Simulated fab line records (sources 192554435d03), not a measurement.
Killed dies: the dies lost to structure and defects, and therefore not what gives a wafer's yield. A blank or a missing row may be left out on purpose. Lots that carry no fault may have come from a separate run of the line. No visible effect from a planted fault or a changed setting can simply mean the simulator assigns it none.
fab line records | flow n5_finfet
record: lots: 5 wafers: 15 last_day: 15
route steps=1938 shown BEOL_M6@1258 BEOL_M7@1263
lots that met no fault: taken from a fault-free run of the same line
start_h: start of the lot's first displayed wafer, in hours after the record's first day | wait_h: hours since the lot's step before | " as in the row above | L1.1+2: one row covering several wafers at once | - no value present, or no start provided | * or withheld: withheld | < > ~ a bound
route shown NAME@n: names a module that has steps shown in the file, with the first one's number in the route | usual: mean/standard deviation taken from wafers without a fault | same: alike in all rows | chamber/n: place in a boat | sites: each site's reading | _std_site: standard deviation of those values | _edge_site: mean of outer sites minus mean of inner sites | radius_mm: how far each site lies from the wafer's centre | mask NAME#n: copy n | behind: the last tool/chamber to shape the wafer | hold: the reason the lot was held/the length of the hold in hours/how it ended | device: the transistor (n, p or np) that didn't switch | end of line: tests run on the same wafers once the route is complete | a step without rows: its recipe alone | killed: count of dies lost to structure and defects at first sort (not the wafer's yield) | map: a wafer's dies, marking killed ones x, the rest . and places with no die _
set.NAME: the run value of the setting; set.NAME@STEP: its run value at that earlier step | model.NAME: the simulator's own value behind a step, which no gauge read
certain route steps with their lots: each step a table, each wafer a row
services: the hour from which a tool's chamber was out of use, counted from the record's first day as start_h (under 0 if before that day), plus the number of hours and why
== steps ==
step: N5_BEOL_M6_THK_MEAS_53
recipe: thk_meas_gauge: xrf reads: Cu_of_BEOL_M6_ECD_50
usual: M6_THK: 81.0/1.9
columns lot.wafer tool chamber start_h wait_h M6_THK[nm]
L076.3 film_metro-01 - 189.49 - 79.1
L076.5 " - " " 77.3
L076.6 " - " " 80.1
L075.1 film_metro-01 - 206.38 - 82.3
L075.2 " - " " 82.1
L075.6 " - " " 80.6
L082.1 film_metro-01 - 233.32 - 83.0
L082.2 " - " " 80.2
L082.3 " - " " 79.5
L090.1 film_metro-02 - 284.59 - 79.2
L090.2 " - " " 79.6
L090.5 " - " " 79.1
L091.1 film_metro-01 - 291.72 - 82.8
L091.4 " - " " 81.6
L091.5 " - " " 78.3
step: N5_BEOL_M6_PRE_CLEAN_55
recipe: gas: NH3 time_s: 15 temp_c: withheld rf_power_w: 300
columns lot.wafer tool chamber start_h wait_h
L076.3+5+6 pecvd-02 0,1,2 189.53 0.0
L075.1+2+6 pecvd-04 1,2,1 206.42 0.0
L082.1+2+3 pecvd-01 2,0,1 233.35 0.0
L090.1+2+5 pecvd-04 1,0,2 284.63 0.0
L091.1+4+5 pecvd-02 1,0,1 291.75 0.0
step: N5_BEOL_M6_DEP_56
recipe: material: SiCN target_thk_a: 100 temp_c: withheld precursor: 3MS/NH3 pressure_torr: 3 rf_w: 202 time_s: 17.5
usual: showerhead_plenum_p_Torr: 3.667/0.0096 throttle_valve_pct: 9.03/0.3
columns lot.wafer tool chamber start_h wait_h showerhead_plenum_p_Torr throttle_valve_pct
L076.3 pecvd-02 0 189.55 0.0 3.661 9.50
L076.5 " 1 " " 3.663 8.62
L076.6 " 2 " " 3.687 9.29
L075.1 pecvd-04 1 206.44 0.0 3.661 8.95
L075.2 " 2 " " 3.661 9.19
L075.6 " 1 " " 3.656 9.00
L082.1 pecvd-01 2 233.38 0.0 3.658 8.91
L082.2 " 0 " " 3.674 8.88
L082.3 " 1 " " 3.654 9.42
L090.1 pecvd-04 1 284.65 0.0 3.659 9.08
L090.2 " 0 " " 3.674 8.68
L090.5 " 2 " " 3.658 9.20
L091.1 pecvd-02 1 291.78 0.0 3.667 8.67
L091.4 " 0 " " 3.662 9.56
L091.5 " 1 " " 3.669 8.62
step: N5_BEOL_M6_RS_MEAS_57
recipe: thk_meas_gauge: four-point-probe reads: Cu_of_BEOL_M6_ECD_50+Co_of_BEOL_M6_CVD_78+TaN_of_BEOL_M6_ALD_77
usual: M6_RS: 0.287/0.0074
columns lot.wafer tool chamber start_h wait_h M6_RS[ohm/sq]
L076.3 film_metro-01 - 189.62 0.1 0.292
L076.5 " - " " 0.298
L076.6 " - " " 0.289
L075.1 film_metro-02 - 206.51 0.1 0.282
L075.2 " - " " 0.283
L075.6 " - " " 0.290
L082.1 film_metro-01 - 233.45 0.1 0.278
L082.2 " - " " 0.292
L082.3 " - " " 0.295
L090.1 film_metro-02 - 284.72 0.1 0.295
L090.2 " - " " 0.292
L090.5 " - " " 0.298
L091.1 film_metro-01 - 291.85 0.1 0.278
L091.4 " - " " 0.281
L091.5 " - " " 0.297
step: N5_BEOL_M6_INSPECT_58
recipe: inspect_instrument: darkfield mode: post_dep
usual: raw_defect_count: 72/22
columns lot.wafer tool chamber start_h wait_h raw_defect_count
L076.3 defect_inspect-01 - 189.65 0.0 57
L076.5 " - " " 39
L076.6 " - " " 75
L075.1 defect_inspect-01 - 206.54 0.0 50
L075.2 " - " " 60
L075.6 " - " " 64
L082.1 defect_inspect-01 - 233.47 0.0 76
L082.2 " - " " 74
L082.3 " - " " 84
L090.1 defect_inspect-01 - 284.75 0.0 136
L090.2 " - " " 103
L090.5 " - " " 99
L091.1 defect_inspect-02 - 291.87 0.0 53
L091.4 " - " " 70
L091.5 " - " " 55
step: N5_BEOL_M7_ILD_DEP_00
recipe: material: SiCOH_lowk target_thk_a: 1797.5 temp_c: 300 precursor: DEMS/porogen pressure_torr: 5 rf_w: 500 time_s: 33.4
usual: heater_power_w: 324/82 showerhead_plenum_p_Torr: 5.745/0.018 throttle_valve_pct: 13.9/0.52
columns lot.wafer tool chamber start_h wait_h heater_power_w showerhead_plenum_p_Torr throttle_valve_pct
L076.3 pecvd-03 2 189.69 0.0 180 5.719 14.4
L076.5 " 2 " " 185 5.708 14.6
L076.6 " 0 " " 299 5.769 13.9
L075.1 pecvd-01 0 206.58 0.0 258 5.771 13.5
L075.2 " 2 " " 250 5.739 13.4
L075.6 " 2 " " 252 5.729 13.1
L082.1 pecvd-02 1 233.51 0.0 482 5.741 13.2
L082.2 " 0 " " 427 5.730 14.5
L082.3 " 2 " " 298 5.771 14.3
L090.1 pecvd-01 0 284.78 0.0 255 5.758 13.7
L090.2 " 1 " " 362 5.722 14.5
L090.5 " 1 " " 366 5.716 14.5
L091.1 pecvd-01 2 291.91 0.0 249 5.728 13.6
L091.4 " 1 " " 303 5.718 14.7
L091.5 " 2 " " 253 5.746 13.5
step: N5_BEOL_M7_CURE_74
recipe: temp_c: 385 time_s: 240 ambient: He/Ar material: SiCOH_lowk
usual: lamp_power_pct: 52.30/0.056 wafer_temp_C_max: 386.7/0.45
columns lot.wafer tool chamber start_h wait_h lamp_power_pct wafer_temp_C_max
L076.3 uv_cure-02 2 189.91 0.2 52.29 386.5
L076.5 " 2 " " 52.32 386.4
L076.6 " 2 " " 52.29 386.2
L075.1 uv_cure-03 1 206.64 0.0 52.30 386.5
L075.2 " 1 " " 52.25 386.8
L075.6 " 1 " " 52.24 387.0
L082.1 uv_cure-01 1 233.57 0.0 52.28 387.4
L082.2 " 1 " " 52.30 386.9
L082.3 " 1 " " 52.38 387.2
L090.1 uv_cure-02 2 284.85 0.0 52.27 386.5
L090.2 " 2 " " 52.27 386.8
L090.5 " 2 " " 52.40 387.3
L091.1 uv_cure-02 2 291.97 0.0 52.34 386.7
L091.4 " 2 " " 52.26 386.2
L091.5 " 2 " " 52.30 386.5
step: N5_BEOL_M7_THK_MEAS_01
recipe: reads: SiCOH_lowk_of_BEOL_M7_ILD_DEP_00
usual: M7_ILD_THK: 154.2/1.9
columns lot.wafer tool chamber start_h wait_h M7_ILD_THK[nm]
L076.3 film_metro-01 - 190.26 0.3 152.7
L076.5 " - " " 156.6
L076.6 " - " " 154.0
L075.1 film_metro-02 - 207.15 0.4 152.4
L075.2 " - " " 152.4
L075.6 " - " " 156.2
L082.1 film_metro-02 - 234.57 0.8 154.1
L082.2 " - " " 154.3
L082.3 " - " " 152.7
L090.1 film_metro-01 - 285.36 0.4 154.5
L090.2 " - " " 153.4
L090.5 " - " " 154.7
L091.1 film_metro-02 - 292.49 0.4 155.1
L091.4 " - " " 157.7
L091.5 " - " " 157.7
== services ==
columns tool chamber start_h hours kind
pecvd-02 - 172.67 1.9 repair
pecvd-02 0 186.88 2.1 scheduled_down
uv_cure-02 - 202.91 8.6 repair
pecvd-03 2 207.63 5.5 scheduled_down
pecvd-02 - 217.46 14.6 pm
pecvd-04 1 220.31 5.5 scheduled_down
uv_cure-02 - 251.35 1.0 pm
pecvd-03 - 261.81 1.5 repair
uv_cure-01 - 265.35 7.5 pm
pecvd-01 2 269.11 12.2 repair
uv_cure-01 - 272.90 7.5 pm
== key ==
fault none
